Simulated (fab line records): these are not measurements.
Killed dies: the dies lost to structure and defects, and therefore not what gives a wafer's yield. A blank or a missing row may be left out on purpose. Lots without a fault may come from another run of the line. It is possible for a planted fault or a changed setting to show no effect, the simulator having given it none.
fab line records	flow n5Finfet
record: lots: 7	wafers: 21
route steps=1938 shown BEOL_M4@1070 BEOL_M5@1141 BEOL_M6@1236 BEOL_M7@1289 BEOL_M8@1368 BEOL_M9@1419 BEOL_M10@1507
startH: hours from the record's opening day to when the first of the lot's shown wafers began	waitH: hours since the lot's step before	" unchanged from the row above	L1.1+2: a single row standing in for several wafers	- value missing, or start not given	* or withheld: withheld	< > ~ a bound
route shown NAME@n: names a module that has steps shown in the file, with the first one's number in the route	usual: mean/standard deviation of fault-free wafers	same: alike in all rows	chamber/n: place in a boat	sites: readings site by site	_std_site: their standard deviation	_edge_site: inner sites' mean taken away from outer sites' mean	radiusMm: how far each site lies from the wafer's centre	mask NAME#n: copy n	behind: the last tool/chamber to shape the wafer	hold: what put the lot on hold/how long, in hours/how the hold closed	device: whichever transistor did not switch (one of n, p or np)	end of line: tests of these same wafers at the route's end	where a step has no rows: the recipe by itself	killed: dies that structure and defects cost at the first sort, which is not the same as the wafer's yield	map: per-die view of a wafer (x killed, . not killed, _ where there is no die)
set.NAME: the setting that was run; set.NAME@STEP: the one run at that earlier step	model.NAME: the simulator's own value behind a step, which no gauge read
lots with deliberately changed settings; one table per step, one row per wafer
== steps ==
step: N5_BEOL_M4_TRENCH_ETCH_37
recipe: chemistry: C4F6/O2	targetDepthA: 555.55	target: SiOC	timeS: 29.2	ionEnergyEv: 250	pressureMtorr: 30	sourceW: 355	biasW: 185	Ar_flow_sccm: 300	C4F6_flow_sccm: 10	O2_flow_sccm: 10
lot.wafer	tool	chamber	startH	waitH	set.sourceW
L078.3	rieDiel-01	2	-	-	400.7
L078.4+5	"	1,2	"	"	355
L081.2+4	rieDiel-01	2,1	-	-	337.3
L081.3	"	3	"	"	355
L083.2	rieDiel-02	1	-	-	394.5
L083.3+5	"	1,3	"	"	355
L087.3+4	rieDiel-02	0,2	-	-	355
L087.5	"	0	"	"	378
L092.1	rieDiel-01	2	-	-	355
L092.3+4	"	0,1	"	"	395.6
L096.2+5+6	rieDiel-05	2,3,2	-	-	355
L097.1	rieDiel-02	1	-	-	298.9
L097.2+6	"	0	"	"	355
step: N5_BEOL_M4_ETCH_41
recipe: chemistry: CH3F/O2	target: SiCN	targetDepthA: 299	taperDeg: 2	timeS: 52.5	ionEnergyEv: 120	maskMaterial: TiN	pressureMtorr: 30	sourceW: 395	biasW: 75	Ar_flow_sccm: 150	CH3F_flow_sccm: 30	O2_flow_sccm: 20
step: N5_BEOL_M4_STRIP_97
recipe: chemistry: N2/H2	timeS: 10	powerW: 450	tempC: 40	pressureMtorr: 20	rfFrequencyHz: 6e+07	biasPowerW: 7	n2FlowSccm: 200	h2FlowSccm: 200
step: N5_BEOL_M4_PRECLEAN_42
recipe: chemistry: residueRemover	timeS: 60	tempC: 40
step: N5_BEOL_M4_SRD_43
recipe: timeS: 30	tempC: 23	rinseLiquid: diw	dry: ipaMarangoni
step: N5_BEOL_M4_CD_MEAS_35
recipe: targetCdNm: 18	targetCdYNm: 22.4	polarity: opening
usual: cdNm: 18.0/0.51
lot.wafer	tool	chamber	startH	waitH	set.doseMj@BEOL_M4_EXPOSE_08	cdNm
L078.3	cdSem-03	-	211.75	0.0	42.54	19.0
L078.4	"	-	"	"	41.25	18.1
L078.5	"	-	"	"	41.25	17.3
L081.2	cdSem-01	-	218.64	0.0	41.25	18.1
L081.3	"	-	"	"	43.1	19.1
L081.4	"	-	"	"	43.1	19.1
L083.2	cdSem-01	-	229.47	0.0	41.25	17.8
L083.3	"	-	"	"	38.51	16.7
L083.5	"	-	"	"	38.51	16.5
L087.3	cdSem-03	-	253.49	0.0	39.14	16.7
L087.4	"	-	"	"	41.25	17.8
L087.5	"	-	"	"	41.25	17.4
L092.1	cdSem-01	-	281.64	0.0	38.46	15.3
L092.3	"	-	"	"	38.46	16.3
L092.4	"	-	"	"	41.25	17.9
L096.2	cdSem-03	-	304.13	0.0	41.25	17.9
L096.5	"	-	"	"	41.25	18.5
L096.6	"	-	"	"	41.25	18.4
L097.1	cdSem-03	-	314.74	0.0	41.25	17.4
L097.2	"	-	"	"	43.13	19.3
L097.6	"	-	"	"	41.25	18.5
step: N5_BEOL_M5_COAT_74
recipe: resist: underlayer	tempC: 205	timeS: 60	spinRpm: 1500	resistThkNm: 5
lot.wafer	tool	chamber	startH	waitH	set.spinRpm
L078.3+5	lithoTrack-03	0	-	-	1500
L078.4	"	0	"	"	1638
L081.2+4	lithoTrack-02	0	-	-	1630
L081.3	"	0	"	"	1500
L083.2+5	lithoTrack-02	0	-	-	1449
L083.3	"	0	"	"	1500
L087.3+4+5	lithoTrack-03	0	-	-	1631
L092.1+3+4	lithoTrack-05	0	-	-	1500
L096.2+5+6	lithoTrack-05	0	-	-	1500
L097.1+2+6	lithoTrack-03	0	-	-	1595
step: N5_BEOL_M5_COAT_22
recipe: resist: CAR-EUV	spinRpm: 1500	resistThkNm: 30
lot.wafer	tool	chamber	startH	waitH	set.spinRpm	model.CAR-EUV_of_BEOL_M5_COAT_22.thkNm
L078.3+4	lithoTrack-03	0	-	-	1500	30.2
L078.5	"	0	"	"	1500	30
L081.2+3	lithoTrack-02	0	-	-	1445	30.6
L081.4	"	0	"	"	1500	30
L083.2+5	lithoTrack-02	0	-	-	1399	31.2
L083.3	"	0	"	"	1500	30
L087.3+5	lithoTrack-03	0	-	-	1423	30.8
L087.4	"	0	"	"	1500	30
L092.1+3	lithoTrack-05	0	-	-	1405	31
L092.4	"	0	"	"	1500	30
L096.2+5+6	lithoTrack-05	0	-	-	1500	30
L097.1	lithoTrack-03	0	-	-	1419	31
L097.2	"	0	"	"	1500	30
L097.6	"	0	"	"	1419	30.8
step: N5_BEOL_M5_EBR_24
recipe: solvent: PGMEA	ebrWidthMm: 1.5
step: N5_BEOL_M5_SOFTBAKE_23
recipe: tempC: 110	timeS: 60	resist: CAR-EUV
step: N5_BEOL_M5_EXPOSE_25
recipe: maskId: V4	na: 0.33	sourceShape: quasar	sigmaInner: 0.2	sigmaOuter: 0.6	polarization: unpolarized	defocusNm: 10	doseMj: 52.75
step: N5_BEOL_M5_PEB_26
recipe: pebTempC: 100	pebTimeS: 60	resist: CAR-EUV
step: N5_BEOL_M5_DEVELOP_27
recipe: developTimeS: 30	developer: TMAH	resist: CAR-EUV	rinseLiquid: surfactantRinse	dry: airSpin	devTempC: 23
lot.wafer	tool	chamber	startH	waitH	set.spinRpm@BEOL_M5_COAT_22	model.CAR-EUV_of_BEOL_M5_COAT_22.thkNm
L078.3	lithoTrack-05	0	-	-	1500	29.8
L078.4+5	"	0	"	"	1500	29.6
L081.2	lithoTrack-03	0	-	-	1445	30
L081.3	"	0	"	"	1445	30.2
L081.4	"	0	"	"	1500	29.6
L083.2	lithoTrack-05	0	-	-	1399	30.6
L083.3	"	0	"	"	1500	29.6
L083.5	"	0	"	"	1399	30.8
L087.3+5	lithoTrack-03	0	-	-	1423	30.4
L087.4	"	0	"	"	1500	29.6
L092.1+3	lithoTrack-05	0	-	-	1405	30.6
L092.4	"	0	"	"	1500	29.6
L096.2+6	lithoTrack-05	0	-	-	1500	29.4
L096.5	"	0	"	"	1500	29.6
L097.1+6	lithoTrack-03	0	-	-	1419	30.4
L097.2	"	0	"	"	1500	29.6
step: N5_BEOL_M5_DESCUM_33
recipe: chemistry: O2	timeS: 7	sourcePowerW: 50	biasPowerW: 20	pressureMtorr: 20	rfFrequencyHz: 2.712e+07	tempC: 40	resist: CAR-EUV	o2FlowSccm: 225
lot.wafer	tool	chamber	startH	waitH	set.spinRpm@BEOL_M5_COAT_22	model.CAR-EUV_of_BEOL_M5_COAT_22.thkNm
L078.3	rieDiel-03	0	222.07	0.1	1500	26.4
L078.4+5	"	1,0	"	"	1500	26.2
L081.2+3	rieDiel-06	1,2	231.81	0.0	1445	26.6
L081.4	"	0	"	"	1500	26.2
L083.2+5	rieDiel-04	0,2	239.87	0.3	1399	27.2
L083.3	"	3	"	"	1500	26.2
L087.3+5	rieDiel-06	3,2	262.49	0.0	1423	27
L087.4	"	1	"	"	1500	26.2
L092.1+3	rieDiel-03	3,1	292.81	0.6	1405	27.2
L092.4	"	0	"	"	1500	26.2
L096.2+5	rieDiel-06	0,2	313.07	0.2	1500	26
L096.6	"	1	"	"	1500	26.2
L097.1+6	rieDiel-03	1	323.82	0.4	1419	27
L097.2	"	3	"	"	1500	26
step: N5_BEOL_M5_ETCH_75
recipe: chemistry: N2/H2	target: underlayer	targetDepthA: 65	maskMaterial: CAR-EUV	timeS: 5.2	ionEnergyEv: 200	pressureMtorr: 30	sourceW: 840	biasW: 150	n2FlowSccm: 200	h2FlowSccm: 200	ends: cleared
lot.wafer	tool	chamber	startH	waitH	set.spinRpm@BEOL_M5_COAT_74	model.etch.depthNm
L078.3	rieDiel-03	0	222.10	0.0	1500	4.991
L078.4	"	1	"	"	1638	4.776
L078.5	"	0	"	"	1500	5.004
L081.2+4	rieDiel-06	1,0	231.84	0.0	1630	4.815
L081.3	"	2	"	"	1500	5
L083.2	rieDiel-04	0	239.91	0.0	1449	5.094
L083.3	"	3	"	"	1500	4.995
L083.5	"	2	"	"	1449	5.076
L087.3	rieDiel-06	3	262.52	0.0	1631	4.798
L087.4	"	1	"	"	1631	4.785
L087.5	"	2	"	"	1631	4.789
L092.1	rieDiel-03	3	292.84	0.0	1500	4.987
L092.3	"	1	"	"	1500	4.984
L092.4	"	0	"	"	1500	4.982
L096.2	rieDiel-06	0	313.11	0.0	1500	4.995
L096.5	"	2	"	"	1500	4.999
L096.6	"	1	"	"	1500	4.994
L097.1	rieDiel-03	1	323.87	0.0	1595	4.836
L097.2	"	3	"	"	1595	4.842
L097.6	"	1	"	"	1595	4.839
step: N5_BEOL_M5_TRENCH_ETCH_37
recipe: chemistry: C4F6/O2	targetDepthA: 716.52	target: SiCOH_lowk	timeS: 24.7	ionEnergyEv: 250	pressureMtorr: 30	sourceW: 345	biasW: 185	Ar_flow_sccm: 300	C4F6_flow_sccm: 10	O2_flow_sccm: 10
lot.wafer	tool	chamber	startH	waitH	set.timeS	model.BEOL_M5.featureDepthNm	model.etch.depthNm
L078.3	rieDiel-03	0	-	-	21.82	62	61.97
L078.4	"	1	"	"	21.82	61.6	61.56
L078.5	"	0	"	"	24.7	70	69.98
L081.2	rieDiel-06	1	-	-	24.7	73.2	73.26
L081.3	"	2	"	"	26.51	74.2	74.25
L081.4	"	0	"	"	26.51	73	72.97
L083.2	rieDiel-04	0	-	-	24.7	70.8	70.85
L083.3	"	3	"	"	21.8	61.4	61.47
L083.5	"	2	"	"	21.8	63.6	63.65
L087.3	rieDiel-06	3	-	-	21.91	64.2	64.15
L087.4	"	1	"	"	24.7	72.8	72.76
L087.5	"	2	"	"	21.91	62.4	62.49
L092.1	rieDiel-03	3	-	-	22.72	68.4	68.4
L092.3	"	1	"	"	22.72	64.8	64.7
L092.4	"	0	"	"	22.72	64.8	64.79
L096.2	rieDiel-06	0	-	-	24.7	67.8	67.84
L096.5	"	2	"	"	24.7	71.8	71.88
L096.6	"	1	"	"	24.7	72.8	72.77
L097.1	rieDiel-03	1	-	-	24.7	69.2	69.18
L097.2	"	3	"	"	21.94	65.6	65.61
L097.6	"	1	"	"	21.94	62.4	62.48
step: N5_BEOL_M6_VIA_ETCH_34
recipe: chemistry: C4F6/O2	target: SiCOH_lowk	targetDepthA: 1263	maskMaterial: SOC	taperDeg: 4	timeS: 50.9	ionEnergyEv: 250	pressureMtorr: 30	sourceW: 345	biasW: 185	Ar_flow_sccm: 300	C4F6_flow_sccm: 10	O2_flow_sccm: 10
lot.wafer	tool	chamber	startH	waitH	set.timeS	model.etch.depthNm
L078.3	rieDiel-05	3	234.19	0.0	50.9	120.6
L078.4	"	2	"	"	50.9	125.4
L078.5	"	2	"	"	50.9	125.5
L081.2	rieDiel-01	2	244.03	0.0	50.9	125.4
L081.3	"	0	"	"	50.9	130.6
L081.4	"	3	"	"	50.9	126.6
L083.2	rieDiel-05	0	251.98	0.0	44.34	104.8
L083.3	"	1	"	"	44.34	104.9
L083.5	"	0	"	"	50.9	120.7
L087.3	rieDiel-01	3	273.21	0.0	50.9	127
L087.4	"	3	"	"	50.9	124.8
L087.5	"	0	"	"	50.9	127.3
L092.1	rieDiel-02	3	303.61	0.0	43.9	110.9
L092.3	"	1	"	"	43.9	109.1
L092.4	"	2	"	"	50.9	123.8
L096.2	rieDiel-05	3	326.49	0.0	50.9	122.4
L096.5	"	3	"	"	50.9	122.8
L096.6	"	2	"	"	50.9	127.5
L097.1	rieDiel-05	0	336.89	0.0	50.9	121.5
L097.2	"	1	"	"	50.9	127
L097.6	"	0	"	"	50.9	120.7
step: N5_BEOL_M7_COAT_71
recipe: resist: underlayer	tempC: 205	timeS: 60	spinRpm: 1500	resistThkNm: 5
lot.wafer	tool	chamber	startH	waitH	set.spinRpm
L078.3+4+5	lithoTrack-04	0	-	-	1500
L081.2+3+4	lithoTrack-03	0	-	-	1500
L083.2+5	lithoTrack-03	0	-	-	1500
L083.3	"	0	"	"	1334
L087.3+5	lithoTrack-04	0	-	-	1500
L087.4	"	0	"	"	1623
L092.1	lithoTrack-04	0	-	-	1348
L092.3+4	"	0	"	"	1500
L096.2+5+6	lithoTrack-04	0	-	-	1500
L097.1+2+6	lithoTrack-03	0	-	-	1500
step: N5_BEOL_M7_COAT_22
recipe: resist: CAR-EUV	spinRpm: 1500	resistThkNm: 30
step: N5_BEOL_M7_EBR_24
recipe: solvent: PGMEA	ebrWidthMm: 1.5
step: N5_BEOL_M7_DESCUM_33
recipe: chemistry: O2	timeS: 7	sourcePowerW: 50	biasPowerW: 20	pressureMtorr: 20	rfFrequencyHz: 2.712e+07	tempC: 40	resist: CAR-EUV	o2FlowSccm: 225
step: N5_BEOL_M7_ETCH_72
recipe: chemistry: N2/H2	target: underlayer	targetDepthA: 65	maskMaterial: CAR-EUV	timeS: 5.2	ionEnergyEv: 200	pressureMtorr: 30	sourceW: 840	biasW: 150	n2FlowSccm: 200	h2FlowSccm: 200	ends: cleared
lot.wafer	tool	chamber	startH	waitH	set.spinRpm@BEOL_M7_COAT_71	model.etch.depthNm
L078.3	rieDiel-06	3	244.00	0.0	1500	5.026
L078.4	"	2	"	"	1500	5.024
L078.5	"	2	"	"	1500	5.008
L081.2	rieDiel-06	3	254.29	0.0	1500	4.995
L081.3	"	2	"	"	1500	4.993
L081.4	"	1	"	"	1500	4.975
L083.2	rieDiel-04	0	259.51	0.0	1500	5.029
L083.3	"	1	"	"	1334	5.327
L083.5	"	3	"	"	1500	5.034
L087.3	rieDiel-04	0	281.46	0.0	1500	4.995
L087.4	"	0	"	"	1623	4.821
L087.5	"	2	"	"	1500	5.002
L092.1	rieDiel-06	1	312.00	0.0	1348	5.263
L092.3	"	0	"	"	1500	4.999
L092.4	"	2	"	"	1500	4.975
L096.2	rieDiel-03	3	333.25	0.0	1500	5.011
L096.5	"	0	"	"	1500	5.004
L096.6	"	1	"	"	1500	5.015
L097.1	rieDiel-03	0	346.17	0.0	1500	4.995
L097.2	"	1	"	"	1500	4.981
L097.6	"	1	"	"	1500	4.988
step: N5_BEOL_M8_DESCUM_33
recipe: chemistry: O2	timeS: 7	sourcePowerW: 50	biasPowerW: 20	pressureMtorr: 20	rfFrequencyHz: 2.712e+07	tempC: 40	resist: CAR-EUV	o2FlowSccm: 225
lot.wafer	tool	chamber	startH	waitH	set.timeS	model.CAR-EUV_of_BEOL_M8_COAT_22.thkNm
L078.3	rieDiel-02	1	251.93	0.4	7.884	25.8
L078.4+5	"	1,2	"	"	7	26.2
L081.2+4	rieDiel-05	2,1	263.16	0.3	7	26
L081.3	"	3	"	"	8.443	25.2
L083.2	rieDiel-01	0	268.67	0.6	7.89	25.6
L083.3+5	"	3	"	"	7	26
L087.3+5	rieDiel-01	0,3	289.42	0.0	7	26
L087.4	"	2	"	"	7	26.2
L092.1	rieDiel-02	1	321.30	0.1	6.11	26.8
L092.3	"	3	"	"	7	26.2
L092.4	"	2	"	"	6.11	26.6
L096.2+5	rieDiel-02	1,2	343.29	0.0	7	26.2
L096.6	"	3	"	"	7	26
L097.1+6	rieDiel-05	2,1	354.63	0.2	6.577	26.2
L097.2	"	0	"	"	7	26
step: N5_BEOL_M8_ETCH_72
recipe: chemistry: N2/H2	target: underlayer	targetDepthA: 65	maskMaterial: CAR-EUV	timeS: 5.2	ionEnergyEv: 200	pressureMtorr: 30	sourceW: 840	biasW: 150	n2FlowSccm: 200	h2FlowSccm: 200	ends: cleared
lot.wafer	tool	chamber	startH	waitH	set.timeS@BEOL_M8_DESCUM_33	model.CAR-EUV_of_BEOL_M8_COAT_22.thkNm
L078.3	rieDiel-02	1	251.96	0.0	7.884	20
L078.4	"	1	"	"	7	20.6
L078.5	"	2	"	"	7	20.4
L081.2+4	rieDiel-05	2,1	263.19	0.0	7	20.4
L081.3	"	3	"	"	8.443	19.6
L083.2	rieDiel-01	0	268.70	0.0	7.89	19.8
L083.3+5	"	3	"	"	7	20.4
L087.3	rieDiel-01	0	289.46	0.0	7	20.2
L087.4+5	"	2,3	"	"	7	20.4
L092.1+4	rieDiel-02	1,2	321.34	0.0	6.11	21
L092.3	"	3	"	"	7	20.4
L096.2	rieDiel-02	1	343.33	0.0	7	20.6
L096.5	"	2	"	"	7	20.4
L096.6	"	3	"	"	7	20.2
L097.1+6	rieDiel-05	2,1	354.67	0.0	6.577	20.4
L097.2	"	0	"	"	7	20.2
step: N5_BEOL_M9_ETCH_62
recipe: chemistry: N2/H2	target: SOC	targetDepthA: 1100	overetchA: 220	maskMaterial: SiARC	tempC: 40	timeS: 165	ionEnergyEv: 200	pressureMtorr: 30	sourceW: 840	biasW: 150	n2FlowSccm: 200	h2FlowSccm: 200
lot.wafer	tool	chamber	startH	waitH	set.timeS	model.SiARC_of_BEOL_M9_COAT_60.thkNm
L078.3	rieDiel-06	2	257.15	0.0	188.4	23.2
L078.4	"	3	"	"	188.4	22.6
L078.5	"	2	"	"	188.4	23
L081.2	rieDiel-06	2	270.39	0.0	165	23.8
L081.3	"	3	"	"	200.4	22.2
L081.4	"	2	"	"	200.4	22.6
L083.2	rieDiel-03	1	273.46	0.0	154.7	24
L083.3	"	3	"	"	165	23.4
L083.5	"	3	"	"	154.7	23.8
L087.3	rieDiel-04	0	296.15	0.0	142.7	24.6
L087.4	"	3	"	"	142.7	25
L087.5	"	0	"	"	165	23.8
L092.1	rieDiel-03	1	327.38	0.0	165	23.6
L092.3	"	0	"	"	165	23.4
L092.4	"	1	"	"	141.8	24.4
L096.2+5	rieDiel-04	2	350.62	0.0	165	23.6
L096.6	"	3	"	"	165	24
L097.1+2	rieDiel-03	0,1	360.89	0.0	165	23.4
L097.6	"	1	"	"	165	23.2
step: N5_BEOL_M9_COAT_22
recipe: resist: CAR-EUV	spinRpm: 1500	resistThkNm: 30
lot.wafer	tool	chamber	startH	waitH	set.spinRpm	model.CAR-EUV_of_BEOL_M9_COAT_22.thkNm
L078.3	lithoTrack-05	0	-	-	1500	30
L078.4+5	"	0	"	"	1662	28.6
L081.2	lithoTrack-01	0	-	-	1500	30
L081.3	"	0	"	"	1500	29.8
L081.4	"	0	"	"	1551	29.4
L083.2	lithoTrack-05	0	-	-	1500	29.8
L083.3+5	"	0	"	"	1500	30
L087.3	lithoTrack-04	0	-	-	1594	29
L087.4+5	"	0	"	"	1500	30
L092.1	lithoTrack-01	0	-	-	1500	29.8
L092.3+4	"	0	"	"	1500	30
L096.2	lithoTrack-01	0	-	-	1500	29.8
L096.5+6	"	0	"	"	1500	30
L097.1+6	lithoTrack-04	0	-	-	1500	30
L097.2	"	0	"	"	1666	28.4
step: N5_BEOL_M9_EBR_24
recipe: solvent: PGMEA	ebrWidthMm: 1.5
step: N5_BEOL_M9_SOFTBAKE_23
recipe: tempC: 110	timeS: 60	resist: CAR-EUV
step: N5_BEOL_M9_EXPOSE_25
recipe: maskId: V8	na: 0.33	sourceShape: annular	sigmaInner: 0.4	sigmaOuter: 0.8	polarization: unpolarized	doseMj: 37.25
step: N5_BEOL_M9_PEB_26
recipe: pebTempC: 100	pebTimeS: 60	resist: CAR-EUV
step: N5_BEOL_M9_DEVELOP_27
recipe: developTimeS: 30	developer: TMAH	resist: CAR-EUV	rinseLiquid: surfactantRinse	dry: airSpin	devTempC: 23
lot.wafer	tool	chamber	startH	waitH	set.spinRpm@BEOL_M9_COAT_22	model.CAR-EUV_of_BEOL_M9_COAT_22.thkNm
L078.3	lithoTrack-05	0	-	-	1500	29.6
L078.4+5	"	0	"	"	1662	28
L081.2	lithoTrack-04	0	-	-	1500	29.6
L081.3	"	0	"	"	1500	29.4
L081.4	"	0	"	"	1551	29
L083.2+3+5	lithoTrack-04	0	-	-	1500	29.4
L087.3	lithoTrack-04	0	-	-	1594	28.6
L087.4+5	"	0	"	"	1500	29.6
L092.1+4	lithoTrack-05	0	-	-	1500	29.4
L092.3	"	0	"	"	1500	29.6
L096.2+6	lithoTrack-05	0	-	-	1500	29.4
L096.5	"	0	"	"	1500	29.6
L097.1+6	lithoTrack-01	0	-	-	1500	29.6
L097.2	"	0	"	"	1666	28
step: N5_BEOL_M10_ETCH_66
recipe: chemistry: N2/H2	target: SOC	targetDepthA: 1200	overetchA: 240	maskMaterial: SiARC	tempC: 40	timeS: 180	ionEnergyEv: 200	pressureMtorr: 30	sourceW: 840	biasW: 150	n2FlowSccm: 200	h2FlowSccm: 200
lot.wafer	tool	chamber	startH	waitH	set.timeS	model.SiARC_of_BEOL_M10_COAT_64.thkNm
L078.3+4	rieDiel-05	1,3	265.41	0.0	140.8	24.4
L078.5	"	3	"	"	180	22.8
L081.2	rieDiel-01	1	280.62	0.0	180	22.8
L081.3	"	3	"	"	180	23
L081.4	"	2	"	"	163.1	23.4
L083.2	rieDiel-01	3	283.08	0.0	203.4	21.8
L083.3+5	"	2,1	"	"	180	22.6
L087.3	rieDiel-02	3	305.58	0.0	180	22.6
L087.4	"	1	"	"	180	22.8
L087.5	"	0	"	"	180	23.2
L092.1+3	rieDiel-02	3,1	340.65	0.0	180	22.8
L092.4	"	3	"	"	208.2	21.6
L096.2	rieDiel-05	1	359.71	0.0	180	22.6
L096.5	"	3	"	"	180	22.8
L096.6	"	2	"	"	180	22
L097.1	rieDiel-02	3	373.57	0.0	180	22.6
L097.2	"	1	"	"	180	22.8
L097.6	"	0	"	"	219.4	21.2
== key ==
split: step: N5_BEOL_M4_TRENCH_ETCH_37	setting: sourceW	stated: 355	by: wafer
response none clear
split: step: N5_BEOL_M5_COAT_74	setting: spinRpm	stated: 1500	by: wafer
response: step: N5_BEOL_M5_ETCH_75	reading: model.etch.depthNm	change: -0.023	per: 1%	r: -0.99
split: step: N5_BEOL_M5_COAT_22	setting: spinRpm	stated: 1500	by: wafer
response: step: N5_BEOL_M5_COAT_22	reading: model.CAR-EUV_of_BEOL_M5_COAT_22.thkNm	change: -0.166	per: 1%	r: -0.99
response: step: N5_BEOL_M5_DEVELOP_27	reading: model.CAR-EUV_of_BEOL_M5_COAT_22.thkNm	change: -0.155	per: 1%	r: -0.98
response: step: N5_BEOL_M5_DESCUM_33	reading: model.CAR-EUV_of_BEOL_M5_COAT_22.thkNm	change: -0.156	per: 1%	r: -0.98
split: step: N5_BEOL_M5_TRENCH_ETCH_37	setting: timeS	stated: 24.7	by: wafer
response: step: N5_BEOL_M5_TRENCH_ETCH_37	reading: model.BEOL_M5.featureDepthNm	change: +0.623	per: 1%	r: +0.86
response: step: N5_BEOL_M5_TRENCH_ETCH_37	reading: model.etch.depthNm	change: +0.62	per: 1%	r: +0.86
split: step: N5_BEOL_M6_VIA_ETCH_34	setting: timeS	stated: 50.9	by: wafer
response: step: N5_BEOL_M6_VIA_ETCH_34	reading: model.etch.depthNm	change: +1.11	per: 1%	r: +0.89
split: step: N5_BEOL_M7_COAT_71	setting: spinRpm	stated: 1500	by: wafer
response: step: N5_BEOL_M7_ETCH_72	reading: model.etch.depthNm	change: -0.0257	per: 1%	r: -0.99
split: step: N5_BEOL_M8_DESCUM_33	setting: timeS	stated: 7	by: wafer
response: step: N5_BEOL_M8_DESCUM_33	reading: model.CAR-EUV_of_BEOL_M8_COAT_22.thkNm	change: -0.0362	per: 1%	r: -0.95
response: step: N5_BEOL_M8_ETCH_72	reading: model.CAR-EUV_of_BEOL_M8_COAT_22.thkNm	change: -0.0416	per: 1%	r: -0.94
split: step: N5_BEOL_M9_ETCH_62	setting: timeS	stated: 165	by: wafer
response: step: N5_BEOL_M9_ETCH_62	reading: model.SiARC_of_BEOL_M9_COAT_60.thkNm	change: -0.0674	per: 1%	r: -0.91
split: step: N5_BEOL_M9_COAT_22	setting: spinRpm	stated: 1500	by: wafer
response: step: N5_BEOL_M9_COAT_22	reading: model.CAR-EUV_of_BEOL_M9_COAT_22.thkNm	change: -0.141	per: 1%	r: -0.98
response: step: N5_BEOL_M9_DEVELOP_27	reading: model.CAR-EUV_of_BEOL_M9_COAT_22.thkNm	change: -0.148	per: 1%	r: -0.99
split: step: N5_BEOL_M10_ETCH_66	setting: timeS	stated: 180	by: wafer
response: step: N5_BEOL_M10_ETCH_66	reading: model.SiARC_of_BEOL_M10_COAT_64.thkNm	change: -0.0698	per: 1%	r: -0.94
split outsideThisFile step=N5_BEOL_M4_EXPOSE_08 setting=doseMj
split outsideThisFile: this setting was split too, and the file shows its column; the key of that split is in another file
